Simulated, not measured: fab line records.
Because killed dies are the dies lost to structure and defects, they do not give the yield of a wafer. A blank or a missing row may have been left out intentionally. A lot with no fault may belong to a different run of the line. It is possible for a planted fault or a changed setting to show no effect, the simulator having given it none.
Chamber matching ; flow n5 finfet ; 4 sister chambers for N5_BEOL_M10_VIA_ETCH_34 on rie diel-01
The step etches SiCOH lowk in C4F6/O2, target depth 184.5 nm, time 69.2 s. 4 wafers are shown with their chamber, then 7 later ones without.

WAFERS, EACH WITH ITS CHAMBER
wafer;chamber;drypump motor current A (A)
L091.1;0;5.2
L091.6;2;6.1
L094.1;3;5.7
L094.2;1;5.9

WAFERS WITH NO CHAMBER GIVEN
wafer;drypump motor current A (A)
L094.3;6.1
L095.2;5.9
L095.3;5.7
L095.6;5.9
L096.4;5.3
L096.5;6.1
L096.6;5.9

WHICH CHAMBER EACH ONE RAN IN
wafer;from the rows above;in truth
L094.3;2;2
L095.2;1;1
L095.3;3;3
L095.6;1;1
L096.4;0;0
L096.5;2;2
L096.6;1;1
7 of 7 placed correctly. Not placeable from these rows: 0. Wrongly placed: 0.
How it was worked out, from the rows above alone: a wafer's distance from a chamber is the root of the sum, over the readings, of the square of ((its reading less the chamber's mean) divided by the reading's scatter). If the next closest chamber is less than 2 further off than the closest, the wafer can't be placed; otherwise it belongs to the closest. The mean given for a chamber averages the wafers shown for that chamber. The scatter: with one shown wafer a chamber, the root of the mean of the squares of how far each hidden wafer lies from its nearest shown one.
